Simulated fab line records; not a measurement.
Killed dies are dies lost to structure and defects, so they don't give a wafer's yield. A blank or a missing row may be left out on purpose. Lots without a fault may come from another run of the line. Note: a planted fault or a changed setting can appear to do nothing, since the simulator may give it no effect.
Which tool was responsible? + flow n5Finfet + Sampling: 23 lots, 69 wafers, 2 of 1938 route steps

WHAT THE GAUGES SHOWED, per wafer
N5_FIN_SAQP_CD_MEAS_31 targets a cd of 8 nm.
| lot  | measured    | on       | cdNm (nm)      |
|------|-------------|----------|----------------|
| L074 | day 2 01:17 | cdSem-03 | 8.05 7.97 8.11 |
| L075 | day 2 07:44 | cdSem-02 | 7.81 8.40 8.21 |
| L076 | day 2 19:55 | cdSem-03 | 7.75 7.72 8.15 |
| L078 | day 3 01:44 | cdSem-01 | 8.38 7.98 8.03 |
| L079 | day 3 09:01 | cdSem-02 | 8.07 7.95 8.24 |
| L080 | day 3 14:08 | cdSem-03 | 8.28 8.17 8.17 |
| L081 | day 3 20:32 | cdSem-03 | 7.91 8.52 8.45 |
| L082 | day 4 02:05 | cdSem-01 | 7.81 8.04 8.12 |
| L083 | day 4 08:36 | cdSem-03 | 7.93 7.86 7.93 |
| L084 | day 4 15:23 | cdSem-03 | 8.16 7.88 8.13 |
| L085 | day 4 22:10 | cdSem-01 | 7.82 8.27 8.21 |
| L086 | day 5 03:19 | cdSem-01 | 8.14 8.01 7.98 |
| L087 | day 5 08:08 | cdSem-03 | 7.86 8.19 8.20 |
| L088 | day 5 14:30 | cdSem-02 | 8.08 8.09 8.08 |
| L089 | day 5 21:05 | cdSem-02 | 8.19 8.16 7.99 |
| L090 | day 6 02:55 | cdSem-03 | 8.30 8.13 8.23 |
| L091 | day 6 08:26 | cdSem-01 | 8.32 7.98 7.93 |
| L092 | day 6 14:23 | cdSem-01 | 8.26 7.84 8.15 |
| L093 | day 6 21:55 | cdSem-03 | 8.46 8.32 8.43 |
| L094 | day 7 02:26 | cdSem-03 | 8.40 8.10 8.07 |
| L095 | day 7 07:55 | cdSem-01 | 8.03 7.73 8.00 |
| L096 | day 7 14:39 | cdSem-02 | 8.10 7.74 7.87 |
| L097 | day 7 21:18 | cdSem-02 | 7.64 7.92 8.07 |

WHAT TOOL EACH LOT RAN ON (gives the tool, then ch and the chambers of the sampled wafers, and finally the start)
| lot  | N5_FIN_SAQP_ETCH_69              |
|------|----------------------------------|
| L074 | rieDiel-03 ch 0,1,2, day 2 00:27 |
| L075 | rieDiel-04 ch 0,1,3, day 2 06:55 |
| L076 | rieDiel-02 ch 1,2,3, day 2 19:05 |
| L078 | rieDiel-04 ch 1,3, day 3 00:48   |
| L079 | rieDiel-03 ch 1,2,3, day 3 08:07 |
| L080 | rieDiel-04 ch 1,3, day 3 13:14   |
| L081 | rieDiel-04 ch 0,3, day 3 19:40   |
| L082 | rieDiel-03 ch 0,1,3, day 4 01:13 |
| L083 | rieDiel-03 ch 0,1,3, day 4 07:46 |
| L084 | rieDiel-02 ch 2,3, day 4 14:33   |
| L085 | rieDiel-03 ch 0,1,2, day 4 18:40 |
| L086 | rieDiel-03 ch 0,2,3, day 5 02:28 |
| L087 | rieDiel-03 ch 2,3, day 5 07:19   |
| L088 | rieDiel-04 ch 1,2,3, day 5 13:38 |
| L089 | rieDiel-03 ch 0,1,3, day 5 19:20 |
| L090 | rieDiel-03 ch 0,3, day 6 02:04   |
| L091 | rieDiel-03 ch 0,3, day 6 07:37   |
| L092 | rieDiel-03 ch 0,2,3, day 6 12:59 |
| L093 | rieDiel-03 ch 1,2, day 6 20:46   |
| L094 | rieDiel-02 ch 0,1, day 7 01:25   |
| L095 | rieDiel-02 ch 1,2, day 7 06:31   |
| L096 | rieDiel-04 ch 0,1,3, day 7 13:49 |
| L097 | rieDiel-04 ch 0,1,3, day 7 20:24 |
- N5_FIN_SAQP_ETCH_69: etches SOC in N2/H2, stops on SiNx, target depth 150 nm.

WHAT THE TOOLS THEMSELVES READ (means of the sampled wafers that have a number; where no wafer has one, the mark that the record gives instead)
N5_FIN_SAQP_ETCH_69.
| lot  | tool       | drypumpMotorCurrentA (A) | n2FlowSccm (sccm) | oesProductAu (a.u.) | rfVppV (V) | showerheadPlenumPTorr (Torr) | throttleValvePct (%) |
|------|------------|--------------------------|-------------------|---------------------|------------|------------------------------|----------------------|
| L074 | rieDiel-03 | 5.3                      | 199.7             | 0.71                | 240.1      | 2.51                         | 17.75                |
| L075 | rieDiel-04 | 5.8                      | 200.4             | 0.74                | 241.9      | 2.63                         | 17.96                |
| L076 | rieDiel-02 | 5.5                      | 200.2             | 0.74                | 241.5      | 2.56                         | 17.74                |
| L078 | rieDiel-04 | 5.9                      | 200.3             | 0.73                | 241.1      | 2.62                         | 18.06                |
| L079 | rieDiel-03 | 5.3                      | 200.2             | 0.71                | 239.6      | 2.45                         | 17.80                |
| L080 | rieDiel-04 | 5.8                      | 199.9             | 0.75                | 240.6      | 2.58                         | 18.00                |
| L081 | rieDiel-04 | 5.9                      | 200.4             | 0.71                | 241.8      | 2.66                         | 17.97                |
| L082 | rieDiel-03 | 5.2                      | 199.8             | 0.76                | 240.5      | 2.50                         | 17.68                |
| L083 | rieDiel-03 | 5.2                      | 200.0             | 0.76                | 239.8      | 2.50                         | 17.68                |
| L084 | rieDiel-02 | 5.5                      | 199.6             | 0.72                | 241.5      | 2.54                         | 17.58                |
| L085 | rieDiel-03 | 5.4                      | 199.7             | 0.77                | 240.1      | 2.51                         | 17.63                |
| L086 | rieDiel-03 | 5.0                      | 199.8             | 0.78                | 239.1      | 2.46                         | 17.77                |
| L087 | rieDiel-03 | 5.0                      | 199.7             | 0.70                | 238.4      | 2.41                         | 17.95                |
| L088 | rieDiel-04 | 6.0                      | 200.7             | 0.71                | 241.1      | 2.53                         | 18.02                |
| L089 | rieDiel-03 | 5.3                      | 199.8             | 0.74                | 240.2      | 2.50                         | 17.70                |
| L090 | rieDiel-03 | 4.9                      | 200.2             | 0.74                | 239.9      | 2.46                         | 17.83                |
| L091 | rieDiel-03 | 4.9                      | 200.1             | 0.74                | 239.5      | 2.46                         | 17.83                |
| L092 | rieDiel-03 | 5.0                      | 200.5             | 0.76                | 239.7      | 2.46                         | 17.79                |
| L093 | rieDiel-03 | 5.4                      | 199.8             | 0.71                | 240.2      | 2.45                         | 17.79                |
| L094 | rieDiel-02 | 6.0                      | 200.2             | 0.78                | 240.4      | 2.54                         | 17.92                |
| L095 | rieDiel-02 | 5.3                      | 199.5             | 0.74                | 240.7      | 2.61                         | 17.77                |
| L096 | rieDiel-04 | 5.8                      | 200.2             | 0.79                | 241.0      | 2.61                         | 17.91                |
| L097 | rieDiel-04 | 5.8                      | 200.5             | 0.78                | 241.0      | 2.61                         | 17.91                |

THE ANSWER, worked out from the rows above alone
Rule: usual is defined by the lots themselves. The widest of any qualifying gaps counts: lots, ordered by their means at a reading, are off when they make up no more than a third of the lots, leave a main group of 4 or more, and stand apart from it by 3 or more times the standard deviation of that group's means. A main group whose means are all the same, to the digits that the tables above print for the reading, isn't used. A lot without any number at a reading at which 4 lots or more have one is off too. All remaining lots with rows at the step are treated as sound. First the gauges in route order, then the tools' own readings, where a lot's mean is used as printed above. The first step at which some lot is off is used, and at that step the reading that is off furthest; a lot without a number counts as furthest.
None of the lots is off at any reading shown; this tells nothing.

WHAT THE SIMULATOR HAD PUT IN
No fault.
